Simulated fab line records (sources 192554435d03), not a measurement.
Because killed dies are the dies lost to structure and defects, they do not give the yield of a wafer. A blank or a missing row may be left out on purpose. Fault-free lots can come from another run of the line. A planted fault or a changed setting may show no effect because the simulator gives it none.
Matching of chambers	flow n5_finfet	3 sister chambers for N5_BEOL_M3_CO_CAP_55 on cvd_co-01
The step material Co, precursor CCTBA/H2, target thk 2 nm, time 102.1 s. 3 wafers are shown with their chamber, then 12 later ones without.

## EACH WAFER AND ITS CHAMBER
wafer	chamber	heater_power_w (W)
L081.3	0	262
L085.4	2	248
L085.5	1	210

## WAFERS WITH NO CHAMBER GIVEN
wafer	heater_power_w (W)
L091.1	255
L091.3	205
L091.4	213
L093.1	261
L093.3	208
L093.6	211
L094.2	254
L094.3	257
L094.6	248
L096.1	259
L096.3	215
L096.4	262

## WHICH CHAMBER EACH WENT THROUGH
wafer	from the rows above	in truth
L091.1	can't be placed: 0 or 2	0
L091.3	1	1
L091.4	1	1
L093.1	0	0
L093.3	1	1
L093.6	1	1
L094.2	can't be placed: 2 or 0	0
L094.3	can't be placed: 0 or 2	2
L094.6	2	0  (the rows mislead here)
L096.1	0	0
L096.3	1	1
L096.4	0	0
Correctly placed: 8 of 12. These rows do not allow placing 3 (true chamber among the candidates in 3). Placed wrongly: 1.
How it was worked out, from the rows above alone: a wafer's distance from a chamber is the root of the sum, over the readings, of the square of ((its reading less the chamber's mean) divided by the reading's scatter). If the next closest chamber is less than 2 further off than the closest, the wafer can't be placed; otherwise it belongs to the closest. For every chamber, the mean is computed from those of its wafers that are shown. The scatter: root of mean squared gap, hidden wafer to nearest shown wafer, with one shown wafer a chamber.
